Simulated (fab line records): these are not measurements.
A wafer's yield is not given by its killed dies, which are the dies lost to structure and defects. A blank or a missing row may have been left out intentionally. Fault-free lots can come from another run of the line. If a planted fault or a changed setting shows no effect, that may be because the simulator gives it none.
The tool behind it: which one? ; flow n5Finfet ; Sampling: 9 lots, 27 wafers, 5 of 1938 route steps

== WHAT EACH GAUGE READ, for each wafer ==
N5_BEOL_M4_RC_MEAS_101.
lot;measured;on;DIBL_N (mV/V)
L573;day 10 03:57;prober-02;37.9 39.7 38.8
L574;day 10 04:58;prober-01;36.9 40.6 38.2
L576;day 10 08:01;prober-01;33.4 35.6 37.1
L575;day 10 11:35;prober-02;38.5 36.0 36.5
L577;day 10 14:26;prober-01;36.7 38.7 34.5
L579;day 11 11:32;prober-01;36.3 36.8 36.6
L581;day 11 15:23;prober-01;37.7 36.5 37.2
L590;day 14 12:44;prober-02;36.1 35.7 38.8
L591;day 15 12:26;prober-01;35.8 37.7 35.5

== WHAT TOOL EACH LOT RAN ON (gives the tool, then ch and the chambers of the sampled wafers, and finally the start) ==
lot;N5_BEOL_M3_STRIP_19;N5_BEOL_M3_ETCH_69;N5_BEOL_M3_ALD_98;N5_BEOL_M3_STRIP_97
L573;rieDiel-03 ch 0,1,3, day 8 18:21;rieDiel-03 ch 0,1,3, day 8 20:41;aldSin-01 ch 0,3, day 8 20:49;rieDiel-05 ch 0,2, day 10 03:57 or earlier
L574;rieDiel-03 ch 1,3, day 8 19:01;rieDiel-03 ch 1,3, day 8 21:14;aldSin-02 ch 1,2,3, day 8 21:19;rieDiel-04 ch 0,2, day 10 04:58 or earlier
L576;rieDiel-04 ch 1,2, day 9 07:02;rieDiel-03 ch 2,3, day 9 07:48;aldSin-02 ch 0,1,3, day 9 07:53;rieDiel-04 ch 0,2, day 10 08:01 or earlier
L575;rieDiel-03 ch 1,2,3, day 9 10:13;rieDiel-03 ch 1,2, day 9 11:48;aldSin-02 ch 1,2,3, day 9 11:53;rieDiel-03 ch 0,2,3, day 10 11:35 or earlier
L577;rieDiel-04 ch 0,2, day 9 17:31;rieDiel-03 ch 1,3, day 9 18:06;aldSin-01 ch 0,2,3, day 9 18:27;rieDiel-03 ch 0,1,2, day 10 14:26 or earlier
L579;rieDiel-03 ch 0,1,3, day 10 07:25;rieDiel-05 ch 0,1, day 10 08:09;aldSin-02 ch 2,3, day 10 08:14;rieDiel-04 ch 0,1,3, day 11 11:32 or earlier
L581;rieDiel-05 ch 2,3, day 10 14:27;rieDiel-04 ch 0,3, day 10 15:01;aldSin-02 ch 1,2, day 10 15:05;rieDiel-03 ch 0,2,3, day 11 15:23 or earlier
L590;rieDiel-05 ch 0,1,3, day 12 23:49;rieDiel-03 ch 1,2, day 13 00:23;aldSin-02 ch 1,3, day 13 00:28;rieDiel-03 ch 1,3, day 14 12:44 or earlier
L591;rieDiel-03 ch 0,1,3, day 14 08:28;rieDiel-03 ch 2,3, day 14 09:13;aldSin-02 ch 0,3, day 14 09:18;rieDiel-03 ch 2,3, day 15 12:26 or earlier
- N5_BEOL_M3_STRIP_19: strips in O2.
- N5_BEOL_M3_ETCH_69: etches SiARC in CF4, target depth 15.6 nm, time 26 s.
- N5_BEOL_M3_ALD_98: deposits SiO2, target thk 2.5 nm, pulse time 1 s, co reactant pulse time 1 s.
- N5_BEOL_M3_STRIP_97: strips in N2/H2, time 10 s.

== THE ANSWER, worked out from the rows above alone ==
Rule: usual is defined by the lots themselves. Put in order of their means at a reading, lots are off if they are a third of the lots or fewer, leave a main group of 4 or more, and stand apart from it by a gap of 3 or more times the standard deviation of the main group's means; of several such gaps the widest counts. If all means in a main group match to the digits the tables above print for the reading, that group is not used. A lot without any number at a reading at which 4 lots or more have one is off too. The other lots that the step has rows for count as sound.
No lot is off at any reading shown: from this, nothing can be told.

== WHAT THE SIMULATOR HAD PUT IN ==
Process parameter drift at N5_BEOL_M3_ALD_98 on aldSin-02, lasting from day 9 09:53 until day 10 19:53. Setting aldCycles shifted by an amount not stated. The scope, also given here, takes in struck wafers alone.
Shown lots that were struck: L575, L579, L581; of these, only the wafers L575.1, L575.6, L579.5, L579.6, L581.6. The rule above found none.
